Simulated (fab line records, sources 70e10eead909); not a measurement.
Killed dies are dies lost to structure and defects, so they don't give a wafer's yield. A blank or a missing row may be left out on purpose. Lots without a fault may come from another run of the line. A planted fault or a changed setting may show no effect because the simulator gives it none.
Chamber matching | flow nand_harc | NHARC_P_BONDPAD_ETCH_24 on rie_diel-13: 4 sister chambers
The step etches the open film in CF4/N2, target depth 30 nm, time 72.99 s. 8 wafers are shown with their chamber, then 7 later ones without.

WAFERS WITH THEIR CHAMBER
wafer  | chamber | drypump_motor_current_A (A) | rf_vpp_V (V)
L513.2 | 1       | 6.2                         | 317.0
L513.5 | 2       | 6.5                         | 311.1
L515.3 | 1       | 6.3                         | 317.9
L515.4 | 2       | 6.5                         | 311.3
L517.4 | 0       | 6.0                         | 310.7
L517.5 | 3       | 5.8                         | 313.6
L516.3 | 0       | 6.0                         | 312.2
L516.5 | 3       | 5.9                         | 312.3

WAFERS WITHOUT THEIR CHAMBER
wafer  | drypump_motor_current_A (A) | rf_vpp_V (V)
L516.6 | 6.0                         | 312.3
L518.4 | 6.3                         | 316.4
L518.5 | 6.2                         | 317.9
L518.6 | 6.0                         | 311.8
L525.6 | 5.9                         | 312.8
L528.3 | 6.5                         | 311.8
L528.5 | 6.3                         | 317.7

WHICH CHAMBER EACH WENT THROUGH
wafer  | from the rows above     | in truth
L516.6 | 0                       | 0
L518.4 | 1                       | 1
L518.5 | 1                       | 1
L518.6 | 0                       | 0
L525.6 | can't be placed: 3 or 0 | 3
L528.3 | 2                       | 2
L528.5 | 1                       | 1
Placed correctly: 6 of 7. Can't be placed from these rows: 1 (the true chamber is among the candidates in 1). Placed wrongly: 0.
How it was worked out, from the rows above alone: a wafer's distance from a chamber is the root of the sum, over the readings, of the square of ((its reading less the chamber's mean) divided by the reading's scatter). The wafer belongs to the nearest chamber; if the next one is less than 2 further off, it can't be placed. A chamber's mean is the mean of its shown wafers. The scatter: the root of (the sum of the squares of (reading less its chamber's mean) over the shown wafers, divided by (wafers less chambers)).
